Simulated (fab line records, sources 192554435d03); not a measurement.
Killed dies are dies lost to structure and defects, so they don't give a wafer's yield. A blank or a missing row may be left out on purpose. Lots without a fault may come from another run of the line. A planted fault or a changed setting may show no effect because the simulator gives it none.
A struck lot beside a sound one | flow n5_finfet | 27 steps out of a route of 1938
Sound: wafers L774.2, L774.5, L774.6. Struck: wafers L782.2, L782.4, L782.5. The cause comes at the end.
At each step with rows: each side's tool, then ch and its chambers, then its first start. Under that, the readings that differ: sound wafers | struck wafers | difference of the means | sigmas: that difference in standard deviations of wafers without a fault.
alike: readings whose means differ by less than 2 such deviations, and words and numbers that are the same on both sides. not compared: withheld readings, readings that some wafer has no value for, bounds like >300 that may hide the same value, and numbers for which the record gives no deviation and whose values overlap.
The two part at a step that has a row with sigmas, a row that says differs or no value, or rows on one side only. Numbers that don't overlap but have no deviation are shown without sigmas and don't part them. A reading that every wafer of one side lacks parts them only if that side has two wafers or more.

N5_GATE_CUT_ETCHBACK_00: etches W in SF6/Cl2.
  sound on rie_metal-02 ch 0,1, day 5 14:59; struck on rie_metal-03 ch 0,1, day 7 16:52
  reading               | sound          | struck         | difference | sigmas
  oes_product_au (a.u.) | 0.97 0.96 0.80 | 0.68 0.67 0.77 | -0.20      | -2
  alike: SF6_flow_sccm, drypump_motor_current_A, throttle_valve_pct
  not compared: rf_hours_counter_h
then, 2 steps without rows for these wafers: N5_GATE_CUT_ETCH_56 (etches TiN in Cl2/Ar, target depth 21.6 nm); N5_GATE_CUT_ETCHBACK_30 (etches TiN in Cl2/Ar, target depth 3 nm).
N5_GATE_CUT_VAPOR_ETCH_60: etches HfO2 in BCl3/Cl2.
  sound on rie_metal-02 ch 0,1, day 5 15:13; struck on rie_metal-03 ch 0,1, day 7 17:06
  reading               | sound          | struck         | difference | sigmas
  oes_product_au (a.u.) | 0.96 0.95 0.80 | 0.67 0.68 0.78 | -0.19      | -2
  alike: drypump_motor_current_A
then, 5 steps without rows for these wafers: N5_GATE_CUT_ETCH_58 (etches SiNx in CH3F/O2, target depth 17 nm, time 128.6 s); N5_GATE_CUT_STRIP_59 (strips in N2/H2, time 20 s); N5_GATE_CUT_PRECLEAN_31 (cleans in DIW, time 300 s); N5_GATE_CUT_SRD_32 (time 30 s); N5_GATE_CUT_SAC_CAP_01 (material SiNx, target thk 24 nm, pulse time 1 s, ald cycles 480).
N5_GATE_CUT_PECVD_57: deposits SiNx from SiH4/NH3/N2, target thk 21 nm.
  sound on pecvd-01 ch 0,1,2, day 5 17:48; struck on pecvd-03 ch 1,2, day 7 19:40
  reading                         | sound          | struck         | difference | sigmas
  showerhead_plenum_p_Torr (Torr) | 5.05 4.99 5.10 | 5.20 5.23 5.19 | +0.16      | +2
  alike: heater_power_w, throttle_valve_pct
N5_GATE_CUT_CMP_02: polishes, stops on SiO2, t overpolish 12.7 s, target thk 0 nm.
  sound on cmp-04 ch 2,3, day 5 17:57; struck on cmp-02 ch 0,2,3, day 7 19:44
  alike: edge_zone_pressure_frac, head_pressure_psi, motor_current_A, overpolish_run_s, slurry_flow_ml_min, time_to_endpoint_s
N5_GATE_CUT_HM_DEP_46: deposits SiO2 from TEOS/O2, target thk 130 nm, time 26.6 s.
  sound on pecvd-03 ch 0,2, day 5 18:14; struck on pecvd-02 ch 0,1,2, day 7 20:04
  alike: heater_power_w, showerhead_plenum_p_Torr, throttle_valve_pct
then, 9 steps without rows for these wafers: N5_GATE_CUT_COAT_34 (time 60 s, resist thk 60 nm); N5_GATE_CUT_COAT_35 (time 60 s, resist thk 10 nm); N5_GATE_CUT_COAT_27 (time 60 s, resist thk 10 nm); N5_GATE_CUT_COAT_07 (resist thk 30 nm); N5_GATE_CUT_EBR_09; N5_GATE_CUT_SOFTBAKE_08 (time 60 s); N5_GATE_CUT_EXPOSE_10 (exposes mask GATE CUT, target cd 20 nm); N5_GATE_CUT_PEB_11 (peb time 60 s); N5_GATE_CUT_DEVELOP_12 (develop time 30 s).
N5_GATE_CUT_CD_MEAS_13: target cd 20 nm.
  sound on cd_sem-01 ch 0, day 5 18:43; struck on cd_sem-03 ch 0, day 7 20:24
  alike: cd_nm
N5_GATE_CUT_OVL_MEAS_14:
  sound on overlay-02 ch 0, day 5 18:44; struck on overlay-02 ch 0, day 7 20:26
  alike: GATE_CUT_OVL
N5_GATE_CUT_INSPECT_15: inspects for defects (brightfield).
  sound on defect_inspect-02, day 5 18:47; struck on defect_inspect-02, day 7 20:29
  reading          | sound       | struck         | difference | sigmas
  raw_defect_count | 112 118 137 | 1205 1171 1158 | +1056      | +26
N5_GATE_CUT_DESCUM_18: chemistry O2, time 7 s.
  sound on rie_diel-06 ch 2,3, day 5 18:53; struck on rie_diel-05 ch 1,2,3, day 7 20:32
  alike: drypump_motor_current_A, oes_product_au, rf_vpp_V, showerhead_plenum_p_Torr, throttle_valve_pct
  not compared: rf_hours_counter_h
-- the record jumps here: 4 days lie between the struck wafers' starts before and after (it left off in module GATE_CUT and takes up again in module BEOL_M4, whose first step shown is number 1111 of the route) --
N5_BEOL_M4_RC_MEAS_101:
  sound on prober-02 ch 0, day 9 08:59; struck on prober-01 ch 0, day 11 15:10
  alike: DIBL_N, DIBL_P, IOFF_N, IOFF_P, ION_N, ION_P, SS_N, SS_P, VT_N, VT_P
-- the record jumps here: 4 days lie between the struck wafers' starts before and after (it left off in module BEOL_M4 and takes up again in module PASSIVATION, whose first step shown is number 1936 of the route) --
N5_PASSIVATION_PROBE_49:
  the record has rows for the struck wafers here (prober-02, day 15 23:51) and none for the sound ones

WHERE THEY PART
First at N5_GATE_CUT_ETCHBACK_00; last, within this record, at N5_PASSIVATION_PROBE_49.

WHY: what the simulator had put in
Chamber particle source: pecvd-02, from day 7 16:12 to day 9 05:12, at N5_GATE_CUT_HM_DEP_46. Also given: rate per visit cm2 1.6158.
